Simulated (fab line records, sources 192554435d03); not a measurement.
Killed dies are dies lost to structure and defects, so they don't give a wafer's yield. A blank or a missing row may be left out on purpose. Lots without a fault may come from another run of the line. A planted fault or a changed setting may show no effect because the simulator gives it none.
Split-lot experiment | flow n5_finfet | 7 lots, 39 wafers read, on a route of 1938 steps

THE SPLIT
At N5_DUMMY_GATE_ETCH_32 (etches SiO2 in CF4, target depth 3.5 nm, time 3.9 s), the setting time_s was moved away from the recipe's 3.9 s on 18 of the 39 wafers read, by -19.5% to +22.1%. The other wafers ran this setting at the recipe's value.

The reading is taken at the split's own step.

THE READING
etch.depth_nm (the simulator's own value, which no gauge read), in nm, at N5_DUMMY_GATE_ETCH_32 (etches SiO2 in CF4, target depth 3.5 nm, time 3.9 s). The file gives no usual value for it. The 21 wafers here that ran the recipe average 3.521 nm, standard deviation 0.09 nm.

wafer  | tool, chamber at the split | time_s as run, s | against the recipe | etch.depth_nm, nm | against lot-mates on the recipe
L079.1 | rie_si-03, 3               | 4.762            | +22.1%             | 4.254             | +0.710
L079.2 | rie_si-03, 1               | 4.762            | +22.1%             | 4.371             | +0.827
L079.3 | rie_si-03, 0               | 4.762            | +22.1%             | 4.369             | +0.825
L079.4 | rie_si-03, 2               | 3.9              | recipe             | 3.483             | -
L079.5 | rie_si-03, 1               | 3.9              | recipe             | 3.585             | -
L079.6 | rie_si-03, 0               | 3.9              | recipe             | 3.565             | -
L081.1 | rie_si-03, 3               | 3.9              | recipe             | 3.475             | -
L081.2 | rie_si-03, 0               | 3.533            | -9.4%              | 3.296             | -0.246
L081.3 | rie_si-03, 2               | 3.533            | -9.4%              | 3.138             | -0.404
L081.4 | rie_si-03, 2               | 3.533            | -9.4%              | 3.122             | -0.420
L081.5 | rie_si-03, 0               | 3.9              | recipe             | 3.634             | -
L081.6 | rie_si-03, 3               | 3.9              | recipe             | 3.517             | -
L084.1 | rie_si-01, 3               | 3.14             | -19.5%             | 2.743             | -0.758
L084.2 | rie_si-01, 2               | 3.9              | recipe             | 3.456             | -
L084.3 | rie_si-01, 1               | 3.9              | recipe             | 3.629             | -
L084.4 | rie_si-01, 0               | 3.14             | -19.5%             | 2.752             | -0.749
L084.5 | rie_si-01, 2               | 3.14             | -19.5%             | 2.802             | -0.699
L084.6 | rie_si-01, 3               | 3.9              | recipe             | 3.419             | -
L086.1 | rie_si-01, 1               | 4.381            | +12.3%             | 4.067             | +0.605
L086.2 | rie_si-01, 0               | 3.9              | recipe             | 3.431             | -
L086.3 | rie_si-01, 2               | 3.9              | recipe             | 3.504             | -
L086.4 | rie_si-01, 3               | 3.9              | recipe             | 3.451             | -
L086.5 | rie_si-01, 0               | 4.381            | +12.3%             | 3.835             | +0.373
L086.6 | rie_si-01, 1               | 4.381            | +12.3%             | 4.065             | +0.603
L088.1 | rie_si-01, 2               | 3.214            | -17.6%             | 2.831             | -0.610
L088.2 | rie_si-01, 1               | 3.9              | recipe             | 3.581             | -
L088.3 | rie_si-01, 0               | 3.9              | recipe             | 3.376             | -
L088.4 | rie_si-01, 3               | 3.9              | recipe             | 3.367             | -
L088.5 | rie_si-01, 2               | 3.214            | -17.6%             | 2.809             | -0.632
L088.6 | rie_si-01, 3               | 3.214            | -17.6%             | 2.786             | -0.655
L089.1 | rie_si-01, 1               | 3.9              | recipe             | 3.594             | -
L089.4 | rie_si-01, 0               | 3.9              | recipe             | 3.421             | -
L089.5 | rie_si-01, 1               | 3.9              | recipe             | 3.639             | -
L091.1 | rie_si-06, 2               | 3.9              | recipe             | 3.527             | -
L091.2 | rie_si-06, 0               | 3.197            | -18.0%             | 2.939             | -0.668
L091.3 | rie_si-06, 1               | 3.9              | recipe             | 3.667             | -
L091.4 | rie_si-06, 3               | 3.9              | recipe             | 3.626             | -
L091.5 | rie_si-06, 2               | 3.197            | -18.0%             | 2.891             | -0.716
L091.6 | rie_si-06, 1               | 3.197            | -18.0%             | 2.996             | -0.611

THE FIT
A straight line over all 39 wafers: etch.depth_nm changes by +0.037 nm for each +1% of time_s; r = +0.98; the points scatter about the line by 0.087 nm.
The same after taking each lot's own level away (the mean of its wafers on the recipe; 39 wafers): +0.0372 nm for each +1%; r = +0.99; scatter 0.074 nm.
On that fit, the largest move of time_s shifts the reading by 0.82 nm.
The lots' own levels span 3.4413 to 3.6067 nm, that is 1.8 times the standard deviation above.
So the lot-to-lot level changes the slope little: the two slopes agree.
Check: with one of the wafers moved furthest among these (+22.1%) left out of the fit, the line predicts +0.844 nm for it against its lot-mates. It came out at +0.71 nm against them.

OTHER SPLITS ON THESE WAFERS
These wafers also went through other splits before the reading. Each is held against what the fit with the lots' levels taken away leaves over:
other split on the same wafers       | wafers away from the commonest value | r with etch.depth_nm (lot level and that fit taken away)
N5_DUMMY_GATE_ETCH_31 target_depth_a | 12                                   | -0.03

THE FILE'S OWN FIT
etch.depth_nm changes by +0.0371 nm for each +1% of time_s, r = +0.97.
